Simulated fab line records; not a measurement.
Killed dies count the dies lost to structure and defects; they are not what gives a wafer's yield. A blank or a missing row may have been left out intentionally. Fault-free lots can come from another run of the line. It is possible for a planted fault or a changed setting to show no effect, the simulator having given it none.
Chamber matching / flow n5_finfet / N5_BEOL_M12_DESCUM_15 on rie_diel-05: 4 sister chambers
The step chemistry O2, time 7.9 s. 4 wafers are shown with their chamber, then 10 later ones without.

## WAFERS PAIRED WITH THEIR CHAMBERS
wafer=L085.2; chamber=3; throttle_valve_pct (%)=20.63
wafer=L087.2; chamber=0; throttle_valve_pct (%)=20.51
wafer=L089.3; chamber=2; throttle_valve_pct (%)=20.24
wafer=L089.4; chamber=1; throttle_valve_pct (%)=20.10

## WAFERS WITHOUT THEIR CHAMBER
wafer=L089.5; throttle_valve_pct (%)=20.49
wafer=L091.1; throttle_valve_pct (%)=20.64
wafer=L091.2; throttle_valve_pct (%)=20.51
wafer=L091.4; throttle_valve_pct (%)=20.11
wafer=L093.1; throttle_valve_pct (%)=20.28
wafer=L093.4; throttle_valve_pct (%)=20.52
wafer=L093.5; throttle_valve_pct (%)=20.12
wafer=L094.1; throttle_valve_pct (%)=20.65
wafer=L094.2; throttle_valve_pct (%)=20.52
wafer=L094.3; throttle_valve_pct (%)=20.27

## THE CHAMBER EACH PASSED THROUGH
wafer=L089.5; from the rows above=0; in truth=0
wafer=L091.1; from the rows above=3; in truth=3
wafer=L091.2; from the rows above=0; in truth=0
wafer=L091.4; from the rows above=1; in truth=1
wafer=L093.1; from the rows above=2; in truth=2
wafer=L093.4; from the rows above=0; in truth=0
wafer=L093.5; from the rows above=1; in truth=1
wafer=L094.1; from the rows above=3; in truth=3
wafer=L094.2; from the rows above=0; in truth=0
wafer=L094.3; from the rows above=2; in truth=2
10 of 10 placed correctly. Number that these rows cannot place: 0. 0 placed wrongly.
How it was worked out, from the rows above alone: a wafer's distance from a chamber is the root of the sum, over the readings, of the square of ((its reading less the chamber's mean) divided by the reading's scatter). If the next closest chamber is less than 2 further off than the closest, the wafer can't be placed; otherwise it belongs to the closest. Each chamber's mean is taken over the wafers shown for it. The scatter (one wafer shown for each chamber): square how far every hidden wafer sits from the nearest shown wafer, average those squares and take the square root.
